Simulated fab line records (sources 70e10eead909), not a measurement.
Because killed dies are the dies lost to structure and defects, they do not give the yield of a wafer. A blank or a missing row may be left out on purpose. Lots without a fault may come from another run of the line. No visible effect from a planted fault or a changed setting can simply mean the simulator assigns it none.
Which tool is to blame? :: flow nand-harc :: 11 lots with 33 wafers sampled at 5 steps, on a route of 1302 steps

== WHAT THE GAUGES SHOWED, per wafer ==
NHARC_END_SORT_01.
lot: L418
measured: day 30 21:39
on: prober-01
killed-at-array: 77 94 650

lot: L419
measured: day 31 09:37
on: prober-01
killed-at-array: 640 42 653

lot: L420
measured: day 31 10:25
on: prober-02
killed-at-array: 32 24 29

== WHAT TOOL EACH LOT RAN ON (gives the tool, then ch and the chambers of the sampled wafers, and finally the start) ==
lot: L403
NHARC_A_STAIRCASE_TRIM_222: rie-diel-09 ch 0,2,3, day 15 21:49 or earlier
NHARC_A_STAIRCASE_TRIM_224: rie-diel-09 ch 2,3, day 15 21:49 or earlier
NHARC_A_STAIRCASE_ETCH_230: rie-diel-09 ch 0,2,3, day 15 21:49 or earlier
NHARC_A_STAIRCASE_TRIM_231: rie-diel-09 ch 0,1,2, day 15 21:49

lot: L404
NHARC_A_STAIRCASE_TRIM_222: rie-diel-09 ch 1,2, day 16 17:13 or earlier
NHARC_A_STAIRCASE_TRIM_224: rie-diel-09 ch 0,1,2, day 16 17:13 or earlier
NHARC_A_STAIRCASE_ETCH_230: rie-diel-09 ch 0,1, day 16 17:13 or earlier
NHARC_A_STAIRCASE_TRIM_231: rie-diel-09 ch 0,1,2, day 16 17:13

lot: L405
NHARC_A_STAIRCASE_TRIM_222: rie-diel-02 ch 0,2, day 17 00:55 or earlier
NHARC_A_STAIRCASE_TRIM_224: rie-diel-02 ch 1,3, day 17 00:55 or earlier
NHARC_A_STAIRCASE_ETCH_230: rie-diel-09 ch 0,1,3, day 17 00:55 or earlier
NHARC_A_STAIRCASE_TRIM_231: rie-diel-09 ch 0,3, day 17 00:55

lot: L407
NHARC_A_STAIRCASE_TRIM_222: rie-diel-02 ch 0,3, day 18 02:32 or earlier
NHARC_A_STAIRCASE_TRIM_224: rie-diel-02 ch 0,2,3, day 18 02:32 or earlier
NHARC_A_STAIRCASE_ETCH_230: rie-diel-02 ch 2,3, day 18 02:32 or earlier
NHARC_A_STAIRCASE_TRIM_231: rie-diel-02 ch 2,3, day 18 02:32

lot: L410
NHARC_A_STAIRCASE_TRIM_222: rie-diel-09 ch 0,2,3, day 18 21:30 or earlier
NHARC_A_STAIRCASE_TRIM_224: rie-diel-09 ch 0,1,3, day 18 21:30 or earlier
NHARC_A_STAIRCASE_ETCH_230: rie-diel-12 ch 1,3, day 18 21:30 or earlier
NHARC_A_STAIRCASE_TRIM_231: rie-diel-12 ch 2,3, day 18 21:30

lot: L418
NHARC_A_STAIRCASE_TRIM_222: rie-diel-12 ch 1,2, day 22 10:52 or earlier
NHARC_A_STAIRCASE_TRIM_224: rie-diel-12 ch 0,1, day 22 10:52 or earlier
NHARC_A_STAIRCASE_ETCH_230: rie-diel-12 ch 0,2, day 22 10:52 or earlier
NHARC_A_STAIRCASE_TRIM_231: rie-diel-12 ch 0,1,2, day 22 10:52

lot: L419
NHARC_A_STAIRCASE_TRIM_222: rie-diel-12 ch 1,2,3, day 22 19:31 or earlier
NHARC_A_STAIRCASE_TRIM_224: rie-diel-12 ch 1,2,3, day 22 19:31 or earlier
NHARC_A_STAIRCASE_ETCH_230: rie-diel-12 ch 1,2,3, day 22 19:31 or earlier
NHARC_A_STAIRCASE_TRIM_231: rie-diel-12 ch 1,3, day 22 19:31

lot: L420
NHARC_A_STAIRCASE_TRIM_222: rie-diel-12 ch 0,1, day 23 08:34 or earlier
NHARC_A_STAIRCASE_TRIM_224: rie-diel-12 ch 1,2,3, day 23 08:34 or earlier
NHARC_A_STAIRCASE_ETCH_230: rie-diel-09 ch 0,2, day 23 08:34 or earlier
NHARC_A_STAIRCASE_TRIM_231: rie-diel-09 ch 0,1,3, day 23 08:34

lot: L424
NHARC_A_STAIRCASE_TRIM_222: rie-diel-12 ch 0,2,3, day 25 05:02 or earlier
NHARC_A_STAIRCASE_TRIM_224: rie-diel-12 ch 0,3, day 25 05:02 or earlier
NHARC_A_STAIRCASE_ETCH_230: rie-diel-09 ch 1,3, day 25 05:02 or earlier
NHARC_A_STAIRCASE_TRIM_231: rie-diel-09 ch 0,1,3, day 25 05:02

lot: L425
NHARC_A_STAIRCASE_TRIM_222: rie-diel-02 ch 1,3, day 25 14:17 or earlier
NHARC_A_STAIRCASE_TRIM_224: rie-diel-02 ch 0,3, day 25 14:17 or earlier
NHARC_A_STAIRCASE_ETCH_230: rie-diel-09 ch 0,1,3, day 25 14:17 or earlier
NHARC_A_STAIRCASE_TRIM_231: rie-diel-09 ch 1,3, day 25 14:17

lot: L426
NHARC_A_STAIRCASE_TRIM_222: rie-diel-12 ch 0,2,3, day 25 15:02 or earlier
NHARC_A_STAIRCASE_TRIM_224: rie-diel-12 ch 1,2,3, day 25 15:02 or earlier
NHARC_A_STAIRCASE_ETCH_230: rie-diel-02 ch 1,2, day 25 15:02 or earlier
NHARC_A_STAIRCASE_TRIM_231: rie-diel-02 ch 1,2,3, day 25 15:02
- NHARC_A_STAIRCASE_TRIM_222: chemistry O2, time 211.2 s.
- NHARC_A_STAIRCASE_TRIM_224: chemistry O2, time 211.2 s.
- NHARC_A_STAIRCASE_ETCH_230: etches the open film in C4F8/O2, target depth 100 nm, time 40.5 s.
- NHARC_A_STAIRCASE_TRIM_231: chemistry O2, time 211.2 s.

== THE ANSWER, worked out from the rows above alone ==
Rule: the usual values come from the lots themselves. The widest of any qualifying gaps counts: lots, ordered by their means at a reading, are off when they make up no more than a third of the lots, leave a main group of 4 or more, and stand apart from it by 3 or more times the standard deviation of that group's means. If all means in a main group match to the digits the tables above print for the reading, that group is not used. A lot without any number at a reading at which 4 lots or more have one is off too. Any other lot the step has rows for is counted as sound.
None of the lots is off at any reading shown; this tells nothing.

== WHAT THE SIMULATOR PUT IN ==
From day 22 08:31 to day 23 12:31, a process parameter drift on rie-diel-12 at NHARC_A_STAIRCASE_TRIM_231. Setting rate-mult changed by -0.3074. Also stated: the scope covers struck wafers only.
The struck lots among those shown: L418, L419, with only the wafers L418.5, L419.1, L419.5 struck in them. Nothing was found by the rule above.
